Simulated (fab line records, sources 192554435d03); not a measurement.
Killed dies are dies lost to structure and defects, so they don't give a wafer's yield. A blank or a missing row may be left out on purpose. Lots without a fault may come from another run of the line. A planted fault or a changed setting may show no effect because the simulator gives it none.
Chamber matching | flow n5_finfet | N5_BEOL_M4_ALD_84 on ald_metal-03: 4 sister chambers
The step deposits TaN, pulse time 2 s, purge time 3 s, co reactant purge time 2 s. 4 wafers are shown with their chamber, then 7 later ones without.

WAFERS WITH THEIR CHAMBER
wafer  | chamber | heater_power_w (W)
L083.5 | 1       | 394
L083.6 | 0       | 386
L087.3 | 3       | 379
L087.5 | 2       | 443

WAFERS WITHOUT THEIR CHAMBER
wafer  | heater_power_w (W)
L087.6 | 390
L092.2 | 448
L092.5 | 378
L092.6 | 406
L094.1 | 451
L094.5 | 391
L094.6 | 382

WHICH CHAMBER EACH WENT THROUGH
wafer  | from the rows above          | in truth
L087.6 | can't be placed: 0 or 1 or 3 | 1
L092.2 | 2                            | 2
L092.5 | can't be placed: 3 or 0      | 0
L092.6 | can't be placed: 1 or 0      | 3
L094.1 | 2                            | 2
L094.5 | can't be placed: 1 or 0 or 3 | 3
L094.6 | can't be placed: 3 or 0 or 1 | 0
Placed correctly: 2 of 7. Can't be placed from these rows: 5 (the true chamber is among the candidates in 4). Placed wrongly: 0.
How it was worked out, from the rows above alone: a wafer's distance from a chamber is the root of the sum, over the readings, of the square of ((its reading less the chamber's mean) divided by the reading's scatter). The wafer belongs to the nearest chamber; if the next one is less than 2 further off, it can't be placed. A chamber's mean is the mean of its shown wafers. The scatter: with one shown wafer a chamber, the root of the mean of the squares of how far each hidden wafer lies from its nearest shown one.
